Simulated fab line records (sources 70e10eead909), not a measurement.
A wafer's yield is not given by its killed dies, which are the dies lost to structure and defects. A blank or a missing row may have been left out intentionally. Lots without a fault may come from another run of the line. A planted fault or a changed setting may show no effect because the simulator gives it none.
Matching of chambers ; flow nand-harc ; 4 sister chambers for NHARC_A_STAIRCASE_ETCH_271 on rie-diel-09
The step etches the open film in CF4/CHF3. 20 wafers are shown with their chamber, then 10 later ones without.

## WAFERS, EACH WITH ITS CHAMBER
wafer;chamber;showerhead-plenum-p-Torr (Torr);rf-vpp-V (V);oes-product-au (a.u.)
L076.3;3;1.57;370.9;0.954
L076.5;1;1.58;371.8;0.953
L076.6;0;1.59;371.9;0.945
L077.2;1;1.58;371.7;0.936
L077.3;0;1.59;371.2;0.918
L077.4;3;1.57;371.5;0.919
L080.1;3;1.57;369.5;0.978
L080.5;2;1.49;366.1;0.985
L080.6;1;1.58;371.6;0.966
L083.1;1;1.58;370.9;0.976
L083.4;0;1.59;370.9;0.957
L083.5;1;1.58;370.1;0.980
L082.3;1;1.58;370.1;0.933
L082.4;0;1.59;371.4;0.924
L082.6;1;1.58;371.1;0.933
L086.1;1;1.57;370.0;0.983
L086.3;2;1.49;368.4;0.972
L086.4;3;1.56;371.5;0.958
L087.1;0;1.58;369.8;0.950
L087.2;3;1.56;370.1;0.958

SIGNATURES (means of the wafers above)
reading;chamber 0;chamber 1;chamber 2;chamber 3;scatter within a chamber
showerhead-plenum-p-Torr;1.5880;1.5788;1.4900;1.5660;0.00424
rf-vpp-V;371.040;370.913;367.250;370.700;0.876
oes-product-au;0.93880;0.95750;0.97850;0.95340;0.0199
Rule: distance of a wafer from a chamber = root of the sum over the readings of ((wafer's reading minus chamber's mean) / reading's scatter) squared. If the next closest chamber is less than 2 further off than the closest, the wafer can't be placed; otherwise it belongs to the closest. The scatter is the square root of a quotient: the sum, over the shown wafers, of each reading's squared deviation from its chamber's mean, divided by wafers minus chambers.

## WAFERS MISSING THEIR CHAMBER
wafer;showerhead-plenum-p-Torr (Torr);rf-vpp-V (V);oes-product-au (a.u.)
L087.4;1.49;368.1;0.957
L092.1;1.58;370.6;0.920
L092.2;1.56;371.5;0.931
L092.3;1.48;366.3;0.923
L093.1;1.56;369.9;0.918
L093.4;1.48;365.8;0.927
L093.5;1.48;367.5;0.925
L097.1;1.48;365.8;0.921
L097.4;1.56;370.4;0.929
L097.5;1.58;369.8;0.917

## THE CHAMBER EACH PASSED THROUGH
wafer;from the rows above;in truth
L087.4;2;2
L092.1;can't be placed: 1 or 0 or 3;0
L092.2;3;3
L092.3;2;2
L093.1;3;3
L093.4;2;2
L093.5;2;2
L097.1;2;2
L097.4;3;3
L097.5;can't be placed: 1 or 0 or 3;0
Correctly placed: 8 of 10. Not placeable from these rows: 2 (in 2, the candidates include the true chamber). Placed wrongly: 0.
